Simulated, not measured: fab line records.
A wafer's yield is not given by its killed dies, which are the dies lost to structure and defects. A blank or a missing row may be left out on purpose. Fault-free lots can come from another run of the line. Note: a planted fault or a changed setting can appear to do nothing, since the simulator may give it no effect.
Matching of chambers || flow nand-harc || NHARC_A_STAIRCASE_DEP_301 on pecvd-02 has 3 sister chambers
The step deposits SiON, target thk 30 nm. 3 wafers are shown with their chamber, then 7 later ones without.

EACH WAFER AND ITS CHAMBER
{"wafer": "L085.3", "chamber": 1, "heater-power-w (W)": 673}
{"wafer": "L087.1", "chamber": 2, "heater-power-w (W)": 786}
{"wafer": "L087.2", "chamber": 0, "heater-power-w (W)": 593}

WAFERS WITH NO CHAMBER GIVEN
{"wafer": "L087.3", "heater-power-w (W)": 718}
{"wafer": "L092.1", "heater-power-w (W)": 651}
{"wafer": "L092.2", "heater-power-w (W)": 609}
{"wafer": "L092.5", "heater-power-w (W)": 758}
{"wafer": "L095.3", "heater-power-w (W)": 646}
{"wafer": "L095.4", "heater-power-w (W)": 692}
{"wafer": "L095.5", "heater-power-w (W)": 693}

WHICH CHAMBER EACH ONE RAN IN
{"wafer": "L087.3", "from the rows above": "can't be placed: 1 or 2", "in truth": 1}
{"wafer": "L092.1", "from the rows above": "can't be placed: 1 or 0", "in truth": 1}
{"wafer": "L092.2", "from the rows above": "can't be placed: 0 or 1", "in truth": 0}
{"wafer": "L092.5", "from the rows above": 2, "in truth": 2}
{"wafer": "L095.3", "from the rows above": "can't be placed: 1 or 0", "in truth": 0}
{"wafer": "L095.4", "from the rows above": 1, "in truth": 1}
{"wafer": "L095.5", "from the rows above": 1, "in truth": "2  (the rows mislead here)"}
Correct placement for 2 of the 7. Can't be placed from these rows: 4 (the true chamber is among the candidates in 4). Number placed wrongly: 1.
How it was worked out, from the rows above alone: a wafer's distance from a chamber is the root of the sum, over the readings, of the square of ((its reading less the chamber's mean) divided by the reading's scatter). The wafer belongs to the nearest chamber; if the next one is less than 2 further off, it can't be placed. A chamber's mean is the mean of its shown wafers. The scatter: root of mean squared gap, hidden wafer to nearest shown wafer, with one shown wafer a chamber.
